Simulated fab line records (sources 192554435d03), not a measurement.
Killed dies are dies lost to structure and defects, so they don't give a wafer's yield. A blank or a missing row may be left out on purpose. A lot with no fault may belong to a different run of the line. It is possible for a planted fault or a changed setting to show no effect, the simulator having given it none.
Chamber matching / flow n5 finfet / N5_BEOL_M3_DEP_57 on pecvd-04: 3 sister chambers
The step deposits SiCN from 3MS/NH3, target thk 8 nm, time 14 s. 6 wafers are shown with their chamber, then 11 later ones without.

== EACH WAFER AND ITS CHAMBER ==
wafer=L083.1; chamber=1; throttle valve pct (%)=9.4; showerhead plenum p Torr (Torr)=3.656
wafer=L083.2; chamber=2; throttle valve pct (%)=8.5; showerhead plenum p Torr (Torr)=3.697
wafer=L085.2; chamber=0; throttle valve pct (%)=8.5; showerhead plenum p Torr (Torr)=3.664
wafer=L085.3; chamber=1; throttle valve pct (%)=9.4; showerhead plenum p Torr (Torr)=3.651
wafer=L085.6; chamber=2; throttle valve pct (%)=8.4; showerhead plenum p Torr (Torr)=3.683
wafer=L091.2; chamber=0; throttle valve pct (%)=8.6; showerhead plenum p Torr (Torr)=3.656

== WAFERS WITH NO CHAMBER GIVEN ==
wafer=L091.3; throttle valve pct (%)=9.0; showerhead plenum p Torr (Torr)=3.660
wafer=L091.4; throttle valve pct (%)=9.7; showerhead plenum p Torr (Torr)=3.659
wafer=L094.2; throttle valve pct (%)=8.4; showerhead plenum p Torr (Torr)=3.677
wafer=L094.5; throttle valve pct (%)=8.7; showerhead plenum p Torr (Torr)=3.672
wafer=L094.6; throttle valve pct (%)=8.6; showerhead plenum p Torr (Torr)=3.679
wafer=L093.2; throttle valve pct (%)=8.8; showerhead plenum p Torr (Torr)=3.670
wafer=L093.4; throttle valve pct (%)=8.7; showerhead plenum p Torr (Torr)=3.671
wafer=L093.6; throttle valve pct (%)=9.4; showerhead plenum p Torr (Torr)=3.656
wafer=L095.1; throttle valve pct (%)=8.4; showerhead plenum p Torr (Torr)=3.672
wafer=L095.3; throttle valve pct (%)=9.7; showerhead plenum p Torr (Torr)=3.659
wafer=L095.4; throttle valve pct (%)=9.1; showerhead plenum p Torr (Torr)=3.659

== THE CHAMBER EACH PASSED THROUGH ==
wafer=L091.3; from the rows above=can't be placed: 1 or 0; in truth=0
wafer=L091.4; from the rows above=1; in truth=1
wafer=L094.2; from the rows above=can't be placed: 2 or 0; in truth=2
wafer=L094.5; from the rows above=can't be placed: 0 or 2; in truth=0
wafer=L094.6; from the rows above=can't be placed: 0 or 2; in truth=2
wafer=L093.2; from the rows above=0; in truth=0
wafer=L093.4; from the rows above=0; in truth=0
wafer=L093.6; from the rows above=1; in truth=1
wafer=L095.1; from the rows above=can't be placed: 2 or 0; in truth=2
wafer=L095.3; from the rows above=1; in truth=1
wafer=L095.4; from the rows above=1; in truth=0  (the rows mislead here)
Correctly placed: 5 of 11. These rows do not allow placing 5 (true chamber among the candidates in 5). Number placed wrongly: 1.
How it was worked out, from the rows above alone: a wafer's distance from a chamber is the root of the sum, over the readings, of the square of ((its reading less the chamber's mean) divided by the reading's scatter). If the next closest chamber is less than 2 further off than the closest, the wafer can't be placed; otherwise it belongs to the closest. Each chamber's mean is taken over the wafers shown for it. How the scatter is found: for the shown wafers, subtract from each reading the mean of its chamber, square and add these, divide the total by (wafers less chambers), then take the root.
